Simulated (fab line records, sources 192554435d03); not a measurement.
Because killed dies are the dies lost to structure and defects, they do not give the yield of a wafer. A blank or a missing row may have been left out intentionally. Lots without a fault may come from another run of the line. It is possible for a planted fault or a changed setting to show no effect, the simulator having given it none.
Which tool is to blame? :: flow n5-finfet :: 10 lots, 28 wafers sampled, at 6 steps of a route of 1938

## WHAT THE GAUGES SHOWED, per wafer
N5_BEOL_M4_RC_MEAS_101.
lot: L828
measured: day 7 23:32
on: prober-01
DIBL_N (mV/V): 36.4 34.3 34.3

lot: L829
measured: day 8 01:12
on: prober-02
DIBL_N (mV/V): 35.0 34.3 33.8

lot: L832
measured: day 8 21:22
on: prober-01
DIBL_N (mV/V): 38.5 35.3 37.7

lot: L833
measured: day 9 08:58
on: prober-02
DIBL_N (mV/V): 35.2 34.7 38.8

lot: L834
measured: day 9 22:13
on: prober-01
DIBL_N (mV/V): 39.0 38.5

lot: L838
measured: day 10 14:29
on: prober-02
DIBL_N (mV/V): 35.6 35.6 33.2

lot: L840
measured: day 11 16:40
on: prober-02
DIBL_N (mV/V): 35.9 41.9 36.9

lot: L841
measured: day 11 16:50
on: prober-01
DIBL_N (mV/V): 38.2 35.4 34.8

lot: L843
measured: day 12 08:26
on: prober-02
DIBL_N (mV/V): 36.4 36.7 33.9

lot: L845
measured: day 12 21:07
on: prober-02
DIBL_N (mV/V): 35.0 40.5

## WHICH TOOL RAN EACH LOT (tool, then ch and the chambers of the sampled wafers, then the start)
lot: L828
N5_BEOL_M2_PECVD_72: pecvd-03 ch 0,1,2, day 6 14:19
N5_BEOL_M2_SPUTTER_90: pvd-sputter-01, day 7 01:14
N5_BEOL_M2_ANNEAL_51: rtp-anneal-02 ch 0, day 7 02:16
N5_BEOL_M2_CMP_52: cmp-01 ch 1,2, day 7 02:44
N5_BEOL_M2_PRE_CLEAN_60: cvd-co-02 ch 0,1, day 7 03:01

lot: L829
N5_BEOL_M2_PECVD_72: pecvd-04 ch 0,1,2, day 6 17:24
N5_BEOL_M2_SPUTTER_90: pvd-sputter-01, day 7 03:37
N5_BEOL_M2_ANNEAL_51: rtp-anneal-02 ch 0, day 7 04:29
N5_BEOL_M2_CMP_52: cmp-04 ch 0,2,3, day 7 04:46
N5_BEOL_M2_PRE_CLEAN_60: cvd-co-02 ch 0,1,2, day 7 05:06

lot: L832
N5_BEOL_M2_PECVD_72: pecvd-04 ch 1,2, day 7 14:09
N5_BEOL_M2_SPUTTER_90: pvd-sputter-02, day 7 18:38
N5_BEOL_M2_ANNEAL_51: rtp-anneal-02 ch 0, day 7 19:44
N5_BEOL_M2_CMP_52: cmp-01 ch 0,1,3, day 7 20:00
N5_BEOL_M2_PRE_CLEAN_60: cvd-co-02 ch 0,1,2, day 7 20:25

lot: L833
N5_BEOL_M2_PECVD_72: pecvd-03 ch 1,2, day 8 01:22
N5_BEOL_M2_SPUTTER_90: pvd-sputter-03, day 8 13:22
N5_BEOL_M2_ANNEAL_51: rtp-anneal-01 ch 0, day 8 14:16
N5_BEOL_M2_CMP_52: cmp-01 ch 0,1,3, day 8 15:01
N5_BEOL_M2_PRE_CLEAN_60: cvd-co-02 ch 1,2, day 8 15:34

lot: L834
N5_BEOL_M2_PECVD_72: pecvd-04 ch 1,2, day 8 05:09
N5_BEOL_M2_SPUTTER_90: pvd-sputter-01, day 8 19:15
N5_BEOL_M2_ANNEAL_51: rtp-anneal-02 ch 0, day 8 20:06
N5_BEOL_M2_CMP_52: cmp-03 ch 1,2, day 8 20:26
N5_BEOL_M2_PRE_CLEAN_60: cvd-co-01 ch 0,1, day 8 20:44

lot: L838
N5_BEOL_M2_PECVD_72: pecvd-03 ch 0,2, day 9 02:38
N5_BEOL_M2_SPUTTER_90: pvd-sputter-03, day 9 09:33
N5_BEOL_M2_ANNEAL_51: rtp-anneal-01 ch 0, day 9 15:53
N5_BEOL_M2_CMP_52: cmp-04 ch 0,1, day 9 16:11
N5_BEOL_M2_PRE_CLEAN_60: cvd-co-01 ch 0,2, day 9 16:31

lot: L840
N5_BEOL_M2_PECVD_72: pecvd-01 ch 0,1, day 9 20:22
N5_BEOL_M2_SPUTTER_90: pvd-sputter-02, day 10 04:26
N5_BEOL_M2_ANNEAL_51: rtp-anneal-02 ch 0, day 10 05:23
N5_BEOL_M2_CMP_52: cmp-03 ch 0,3, day 10 05:38
N5_BEOL_M2_PRE_CLEAN_60: cvd-co-01 ch 0,2, day 10 05:58

lot: L841
N5_BEOL_M2_PECVD_72: pecvd-01 ch 0,1,2, day 10 02:27
N5_BEOL_M2_SPUTTER_90: pvd-sputter-01, day 10 18:43
N5_BEOL_M2_ANNEAL_51: rtp-anneal-02 ch 0, day 10 19:35
N5_BEOL_M2_CMP_52: cmp-03 ch 0,1, day 10 19:53
N5_BEOL_M2_PRE_CLEAN_60: cvd-co-02 ch 0,1,2, day 10 20:13

lot: L843
N5_BEOL_M2_PECVD_72: pecvd-04 ch 0,1,2, day 10 09:08
N5_BEOL_M2_SPUTTER_90: pvd-sputter-03, day 11 09:07
N5_BEOL_M2_ANNEAL_51: rtp-anneal-01 ch 0, day 11 10:22
N5_BEOL_M2_CMP_52: cmp-03 ch 0,3, day 11 10:34
N5_BEOL_M2_PRE_CLEAN_60: cvd-co-02 ch 0,1,2, day 11 10:53

lot: L845
N5_BEOL_M2_PECVD_72: pecvd-04 ch 0, day 11 07:28
N5_BEOL_M2_SPUTTER_90: pvd-sputter-03, day 11 12:23
N5_BEOL_M2_ANNEAL_51: rtp-anneal-01 ch 0, day 11 13:17
N5_BEOL_M2_CMP_52: cmp-01 ch 2,3, day 11 13:42
N5_BEOL_M2_PRE_CLEAN_60: cvd-co-01 ch 2, day 11 13:55
- N5_BEOL_M2_PECVD_72: deposits SiO2 from TEOS/O2, target thk 16 nm, time 18 s.
- N5_BEOL_M2_SPUTTER_90: material Cu, target thk 4.5 nm, time 8.29 s.
- N5_BEOL_M2_ANNEAL_51: time 90 s.
- N5_BEOL_M2_CMP_52: polishes, stops on SiOC, t overpolish 6.8 s, target thk 40 nm.
- N5_BEOL_M2_PRE_CLEAN_60: time 15 s.

## THE ANSWER, worked out from the rows above alone
Rule: the usual values come from the lots themselves. The widest of any qualifying gaps counts: lots, ordered by their means at a reading, are off when they make up no more than a third of the lots, leave a main group of 4 or more, and stand apart from it by 3 or more times the standard deviation of that group's means. A main group whose means are all the same, to the digits that the tables above print for the reading, isn't used. A lot without any number at a reading at which 4 lots or more have one is off too. Where the step has rows for the other lots, those lots are counted as sound.
None of the lots is off at any reading shown; this tells nothing.

## WHAT THE SIMULATOR HAD PUT IN
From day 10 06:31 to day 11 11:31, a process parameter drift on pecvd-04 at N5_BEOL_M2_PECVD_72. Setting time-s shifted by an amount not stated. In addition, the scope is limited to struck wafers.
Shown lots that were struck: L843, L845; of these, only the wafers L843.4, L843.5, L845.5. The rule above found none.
